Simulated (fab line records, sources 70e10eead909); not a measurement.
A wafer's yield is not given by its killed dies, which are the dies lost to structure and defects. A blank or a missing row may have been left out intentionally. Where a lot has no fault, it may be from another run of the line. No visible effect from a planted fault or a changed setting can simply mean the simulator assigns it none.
Chamber matching :: flow nand harc :: 4 sister chambers for NHARC_P_BONDPAD_CMP_19 on cmp-01
The step polishes, t overpolish 30 s, cu recess touch 16 s, target thk 160.81 nm. 4 wafers are shown with their chamber, then 7 later ones without.

== EACH WAFER AND ITS CHAMBER ==
wafer: L088.1
chamber: 3
motor current A (A): 13.0

wafer: L088.3
chamber: 2
motor current A (A): 13.1

wafer: L091.3
chamber: 1
motor current A (A): 9.7

wafer: L091.4
chamber: 0
motor current A (A): 11.7

== WAFERS WITHOUT THEIR CHAMBER ==
wafer: L091.5
motor current A (A): 11.5

wafer: L092.3
motor current A (A): 12.2

wafer: L092.5
motor current A (A): 12.0

wafer: L092.6
motor current A (A): 9.4

wafer: L094.1
motor current A (A): 9.5

wafer: L094.3
motor current A (A): 12.0

wafer: L094.6
motor current A (A): 12.1

== EACH ONE'S CHAMBER ==
wafer: L091.5
from the rows above: 0
in truth: 0

wafer: L092.3
from the rows above: can't be placed: 0 or 3 or 2
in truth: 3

wafer: L092.5
from the rows above: 0
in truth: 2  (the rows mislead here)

wafer: L092.6
from the rows above: 1
in truth: 1

wafer: L094.1
from the rows above: 1
in truth: 1

wafer: L094.3
from the rows above: 0
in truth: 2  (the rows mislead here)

wafer: L094.6
from the rows above: can't be placed: 0 or 3 or 2
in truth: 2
Correctly placed: 3 of 7. Unplaceable from these rows: 2, with the true chamber sitting among the candidates in 2. Placed wrongly: 2.
How it was worked out, from the rows above alone: a wafer's distance from a chamber is the root of the sum, over the readings, of the square of ((its reading less the chamber's mean) divided by the reading's scatter). If the next closest chamber is less than 2 further off than the closest, the wafer can't be placed; otherwise it belongs to the closest. Each chamber's mean is taken over the wafers shown for it. The scatter: root of mean squared gap, hidden wafer to nearest shown wafer, with one shown wafer a chamber.
